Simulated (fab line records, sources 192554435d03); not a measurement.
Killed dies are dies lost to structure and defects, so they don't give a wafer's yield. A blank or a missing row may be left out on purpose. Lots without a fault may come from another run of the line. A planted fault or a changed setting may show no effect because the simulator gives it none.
One fault seen from 2 desks | flow n5_finfet | each desk has only its own numbers; what lay behind them comes last

THE TOOL OWNER'S DESK: litho_track-03
The tool's own readings at N5_BEOL_M13_COAT_04 (resist thk 400 nm): means of the sampled wafers that have a number, for each lot that ran on this tool. A lot is out of limits, marked OUT, if its mean lies more than 4 standard deviations from the usual mean; the brackets give that distance.
Columns: A = spin_speed_rpm at N5_BEOL_M13_COAT_04, usual 1625.0 rpm
lot  | first seen here | A
L989 | day 14 01:28    | 1625.5
L995 | day 14 14:04    | 1440.8 (-99 or more) OUT
L993 | day 14 19:41    | 1440.7 (-99 or more) OUT
This desk's finding: out of limits on L993, L995; first on L995, day 14 14:04 (spin_speed_rpm at N5_BEOL_M13_COAT_04). In limits: L989.

THE DEFECT DESK
What the inspections along the route counted, lot by lot: means of the sampled wafers that have a number. A lot is out of limits, marked OUT, if its mean lies more than 4 standard deviations from the usual mean; the brackets give that distance.
Columns: A = raw_defect_count at N5_BEOL_M12_INSPECT_30, usual 2.2; B = raw_defect_count at N5_BEOL_M12_INSPECT_55, usual 67
lot  | first seen here | A   | B
L985 | day 12 17:28    | 1.7 | 62
L984 | day 12 17:46    | 1.7 | 125
L989 | day 13 18:58    | 4.7 | 62
L995 | day 14 06:57    | 1.7 | 63
L993 | day 14 15:57    | 1.3 | 51
L100 | day 16 05:23    | 2.0 | 77
L998 | day 16 05:58    | 0.7 | 65
L102 | day 17 01:54    | 3.0 | 51
L106 | day 17 09:22    | 4.0 | 81
L103 | day 17 10:30    | 0.7 | 94
This desk's finding: nothing out of limits on any of the 10 lots.

PUT TOGETHER
The tool owner's desk could have raised an alarm at day 14 14:04, on L993, L995.
The defect desk saw nothing out of limits.
The defect desk has L993, L995 on record, within its limits.
Of the lots named, all ran N5_BEOL_M13_COAT_04 on litho_track-03.

WHAT THE SIMULATOR HAD PUT IN
Process parameter drift: litho_track-03, from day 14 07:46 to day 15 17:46, at N5_BEOL_M13_COAT_04. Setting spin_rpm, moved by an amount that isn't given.
Lots struck among those shown: L993, L995.
Hours from the fault's start to each desk's first reading out of limits: the tool owner's desk, 6.
